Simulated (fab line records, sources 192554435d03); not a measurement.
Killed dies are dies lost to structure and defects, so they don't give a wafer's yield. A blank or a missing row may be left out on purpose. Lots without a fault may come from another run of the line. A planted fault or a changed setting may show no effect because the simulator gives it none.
Which tool did it? | flow n5_finfet | 24 lots, 72 wafers sampled, at 2 steps of a route of 1938

WHAT THE GAUGES READ, wafer by wafer
N5_BEOL_M1_INSPECT_59: inspects for defects (darkfield). Usual: raw_defect_count 72, standard deviation 25.
lot  | measured     | on                | raw_defect_count | flag
L074 | day 7 04:28  | defect_inspect-02 | 48 61 50         |
L075 | day 7 04:43  | defect_inspect-01 | 78 53 28         |
L076 | day 7 08:44  | defect_inspect-01 | 35 40 48         |
L077 | day 7 09:03  | defect_inspect-01 | 61 67 77         |
L078 | day 7 10:19  | defect_inspect-01 | 69 60 67         |
L079 | day 7 20:10  | defect_inspect-01 | 70 83 84         |
L080 | day 7 23:20  | defect_inspect-01 | 102 118 115      |
L081 | day 8 05:50  | defect_inspect-02 | 43 61 51         |
L082 | day 8 08:26  | defect_inspect-01 | 73 88 58         |
L084 | day 8 20:10  | defect_inspect-01 | 49 41 63         |
L083 | day 8 21:23  | defect_inspect-01 | 116 80 120       |
L085 | day 9 02:04  | defect_inspect-02 | 65 76 74         |
L086 | day 9 08:19  | defect_inspect-02 | 43 148 65        |
L087 | day 9 16:34  | defect_inspect-01 | 104 69 63        |
L088 | day 9 18:28  | defect_inspect-01 | 63 114 47        |
L089 | day 10 06:26 | defect_inspect-01 | 130 111 113      |
L090 | day 10 12:38 | defect_inspect-02 | 62 46 75         |
L091 | day 11 04:19 | defect_inspect-01 | 79 80 76         |
L093 | day 11 08:46 | defect_inspect-02 | 85 116 90        |
L092 | day 11 09:02 | defect_inspect-02 | 79 99 69         |
L094 | day 11 12:14 | defect_inspect-02 | 43 34 56         |
L095 | day 12 08:46 | defect_inspect-02 | 100 61 99        |
L096 | day 12 09:17 | defect_inspect-02 | 68 65 35         |
L097 | day 12 17:04 | defect_inspect-02 | 93 113 95        |

WHICH TOOL RAN EACH LOT (tool, then ch and the chambers of the sampled wafers, then the start)
lot  | N5_BEOL_M1_PRE_CLEAN_60
L074 | cvd_co-01 ch 0,1,2, day 7 04:13
L075 | cvd_co-02 ch 0,1, day 7 04:29
L076 | cvd_co-01 ch 0,2, day 7 08:29
L077 | cvd_co-02 ch 1,2, day 7 08:48
L078 | cvd_co-02 ch 0,1,2, day 7 10:04
L079 | cvd_co-02 ch 0,1,2, day 7 19:55
L080 | cvd_co-02 ch 1,2, day 7 23:05
L081 | cvd_co-02 ch 0,1,2, day 8 05:35
L082 | cvd_co-01 ch 0,1, day 8 08:10
L084 | cvd_co-02 ch 1,2, day 8 19:55
L083 | cvd_co-01 ch 0,1,2, day 8 21:07
L085 | cvd_co-02 ch 0,2, day 9 01:49
L086 | cvd_co-02 ch 0,1, day 9 08:05
L087 | cvd_co-02 ch 0,1,2, day 9 16:19
L088 | cvd_co-01 ch 0,2, day 9 18:13
L089 | cvd_co-02 ch 0,1, day 10 06:11
L090 | cvd_co-01 ch 1,2, day 10 12:23
L091 | cvd_co-02 ch 0,2, day 11 04:02
L093 | cvd_co-02 ch 0,1,2, day 11 08:31
L092 | cvd_co-02 ch 1,2, day 11 08:47
L094 | cvd_co-01 ch 0,2, day 11 11:59
L095 | cvd_co-02 ch 0,1,2, day 12 08:31
L096 | cvd_co-01 ch 0,1, day 12 09:02
L097 | cvd_co-02 ch 0,1,2, day 12 16:49
- N5_BEOL_M1_PRE_CLEAN_60: time 15 s.

WHAT THE TOOLS THEMSELVES READ (means of the sampled wafers that have a number; where no wafer has one, the mark that the record gives instead)
N5_BEOL_M1_PRE_CLEAN_60. Usual: heater_power_w 79 W, standard deviation 14; rf_fwd_power_W 296.5 W, standard deviation 1.4.
lot  | tool      | heater_power_w (W) | rf_fwd_power_W (W) | flag
L074 | cvd_co-01 | 70                 | 298.5              |
L075 | cvd_co-02 | 77                 | 294.5              |
L076 | cvd_co-01 | 76                 | 297.5              |
L077 | cvd_co-02 | 90                 | 296.9              |
L078 | cvd_co-02 | 83                 | 296.5              |
L079 | cvd_co-02 | 84                 | 295.5              |
L080 | cvd_co-02 | 89                 | 296.5              |
L081 | cvd_co-02 | 84                 | 296.6              |
L082 | cvd_co-01 | 76                 | 298.1              |
L084 | cvd_co-02 | 90                 | 296.2              |
L083 | cvd_co-01 | 70                 | 296.7              |
L085 | cvd_co-02 | 85                 | 295.5              |
L086 | cvd_co-02 | 84                 | 295.4              |
L087 | cvd_co-02 | 84                 | 295.2              |
L088 | cvd_co-01 | 76                 | 297.0              |
L089 | cvd_co-02 | 78                 | 296.4              |
L090 | cvd_co-01 | 57                 | 297.9              |
L091 | cvd_co-02 | 79                 | 295.3              |
L093 | cvd_co-02 | 85                 | 296.2              |
L092 | cvd_co-02 | 93                 | 296.9              |
L094 | cvd_co-01 | 63                 | 296.9              |
L095 | cvd_co-02 | 85                 | 295.9              |
L096 | cvd_co-01 | 83                 | 298.0              |
L097 | cvd_co-02 | 86                 | 295.9              |

THE ANSWER, worked out from the rows above alone
Rule: a lot is off if the mean of its wafers that have a number lies more than 3 standard deviations from the usual mean. A lot without any number at a reading at which 4 lots or more have one is off too. The other lots that the step has rows for count as sound. The gauges are gone through in route order, then the tools' own readings, and for those a lot's mean is taken as printed above. The first step at which some lot is off is used, and at that step the reading that is off furthest; a lot without a number counts as furthest.
No lot is off at any reading shown: from this, nothing can be told.

WHAT THE SIMULATOR HAD PUT IN
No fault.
